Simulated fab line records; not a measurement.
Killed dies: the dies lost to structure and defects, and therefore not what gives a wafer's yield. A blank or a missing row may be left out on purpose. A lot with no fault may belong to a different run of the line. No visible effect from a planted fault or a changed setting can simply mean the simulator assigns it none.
A lot that was struck, set against a sound lot    flow n5Finfet    39 out of 1938 route steps
Sound: the wafers L197.2, L197.3, L197.6. Struck: wafers L187.1, L187.4. (L187.6 of the same lot was not struck and is left out.) The cause comes at the end.
Per side, at each step with rows, come the tool, then ch with its chambers, and then its first start. Under that, the readings that differ: sound wafers    struck wafers    difference of the means    sigmas: that difference in standard deviations of wafers without a fault.
alike: a reading whose means differ by less than 2 such deviations, as well as words and numbers matching on both sides. not compared: withheld readings; readings where some wafer has no value; bounds like >300 that might hide an equal value; numbers whose values overlap and for which the record gives no deviation.
The two part at a step that has a row with sigmas, a row that says differs or no value, or rows on one side only. When numbers do not overlap yet have no deviation, they are printed without sigmas and do not part them. A reading missing from all wafers of one side parts the sides only when that side holds two or more wafers.

first, 12 steps without rows for these wafers: N5_BEOL_M2_ANNEAL_87 (time 240 s); N5_BEOL_M2_SPUTTER_88 (material Cu, target thk 4.5 nm, time 8.29 s); N5_BEOL_M2_ANNEAL_89 (time 240 s); N5_BEOL_M2_SPUTTER_90 (material Cu, target thk 4.5 nm, time 8.29 s); N5_BEOL_M2_ANNEAL_91 (time 240 s); N5_BEOL_M2_SPUTTER_92 (material Cu, target thk 4.5 nm, time 8.29 s); N5_BEOL_M2_ANNEAL_93 (time 240 s); N5_BEOL_M2_SPUTTER_94 (material Cu, target thk 4.5 nm, time 8.29 s); N5_BEOL_M2_ANNEAL_95 (time 240 s); N5_BEOL_M2_SPUTTER_96 (material Cu, target thk 4.5 nm, time 8.29 s); N5_BEOL_M2_ECD_50 (material Cu, target thk 300 nm); N5_BEOL_M2_ANNEAL_51 (time 90 s).
N5_BEOL_M2_CMP_52: polishes, stops on SiOC, t overpolish 6.8 s, target thk 40 nm.
  sound on cmp-04 ch 1,2,3, day 13 05:13; struck on cmp-01 ch 1,3, day 9 20:00
reading                    sound              struck       difference  sigmas
barrierFieldEndpointS (s)  24.3 23.7 24.0     41.1 41.1    +17.1       +24
overpolishRunS (s)         6.816 6.793 6.805  0.041 0.044  -6.762      -99 or more
timeToEndpointS (s)        65 62 66           82 84        +19         +4
  alike: motorCurrentA
N5_BEOL_M2_THK_MEAS_53: measures by xrf.
  sound on filmMetro-01 at day 13 05:31; struck on filmMetro-02 at day 9 20:18
reading      sound           struck       difference  sigmas
M2_THK (nm)  39.1 40.8 38.6  153.7 152.3  +113.5      +67
then, 4 steps without rows for these wafers: N5_BEOL_M2_PRE_CLEAN_60 (time 15 s); N5_BEOL_M2_CO_CAP_55 (material Co, precursor CCTBA/H2, target thk 2 nm, time 102.1 s); N5_BEOL_M2_PRE_CLEAN_56 (time 15 s); N5_BEOL_M2_DEP_57 (deposits SiCN from 3MS/NH3, target thk 8 nm, time 14 s).
N5_BEOL_M2_INSPECT_59: inspects for defects (darkfield).
  sound on defectInspect-02 at day 13 05:47; struck on defectInspect-01 at day 9 20:37
reading         sound        struck     difference  sigmas
rawDefectCount  142 126 132  5931 5757  +5711       +99 or more
then, 18 steps without rows for these wafers: N5_BEOL_M3_ILD_DEP_00 (deposits SiOC from DEMS/O2, target thk 79 nm, time 15.3 s); N5_BEOL_M3_PECVD_72 (deposits SiO2 from TEOS/O2, target thk 16 nm, time 18 s); N5_BEOL_M3_HM_DEP_02 (deposits TiN, target thk 20 nm); N5_BEOL_M3_COAT_61 (time 60 s, resist thk 60 nm); N5_BEOL_M3_COAT_62 (time 60 s, resist thk 12 nm); N5_BEOL_M3_COAT_73 (time 60 s, resist thk 5 nm); N5_BEOL_M3_COAT_05 (resist thk 30 nm); N5_BEOL_M3_EBR_07; N5_BEOL_M3_SOFTBAKE_06 (time 60 s); N5_BEOL_M3_EXPOSE_08 (exposes mask M3); N5_BEOL_M3_PEB_09 (peb time 60 s); N5_BEOL_M3_DEVELOP_10 (develop time 30 s); N5_BEOL_M3_DESCUM_16 (chemistry O2, time 7 s); N5_BEOL_M3_ETCH_74 (etches underlayer in N2/H2, target depth 6.5 nm, time 5.2 s); N5_BEOL_M3_ETCH_63 (etches SiARC in CF4, target depth 15.6 nm, time 26 s); N5_BEOL_M3_ETCH_64 (etches SOC in N2/H2, target depth 75 nm, overetch 15 nm, time 112.5 s); N5_BEOL_M3_STRIP_65 (strips in N2/H2); N5_BEOL_M3_STRIP_75 (strips in N2/H2).
N5_BEOL_M4_RC_MEAS_101:
  the record has rows for the sound wafers here (prober-01 ch 0, day 14 08:02) and none for the struck ones
-- record jumps: 5 days separate the struck wafers' starts on either side; left off in module BEOL_M4, taken up again in module PASSIVATION, whose first shown step is the route's number 1936 --
N5_PASSIVATION_PROBE_49:
  sound on prober-02 at day 18 14:43; struck on prober-01 at day 15 08:11
reading                  sound           struck     difference  sigmas
defectLimitedYield (%)   91.4 88.9 89.1  0 0        -90         -60
killed_at_M0_to_M3       33 53 42        1133 1133  +1090       +99 or more
killed_at_M4_up          21 11 17        6 3        -12         -2
killedAtFrontEnd         40 45 64        24 25      -25         -2
killedAtOther            3 5 1           14 5       +6          +2
killedDies               101 131 129     1180 1180  +1060       +59
killedOnRim              14 15 15        152 152    +137        +36
killedShort              46 45 45        32 24      -17         -2
sort_bin_5_function (%)  5.0 5.9 6.3     3.8 3.5    -2.1        -2
sortNPass                1079 1049 1051  0 0        -1060       -59
sortYieldPct (%)         91.4 88.9 89.1  0 0        -90         -60
  alike: killedAtContacts, killedOpen, sort_bin_6_memory

== WHERE THEY PART ==
First at N5_BEOL_M2_CMP_52; last, within this record, at N5_PASSIVATION_PROBE_49.

WHY: what had been put in by the simulator
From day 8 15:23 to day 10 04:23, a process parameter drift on cmp-01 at N5_BEOL_M2_CMP_52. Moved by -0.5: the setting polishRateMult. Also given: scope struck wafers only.
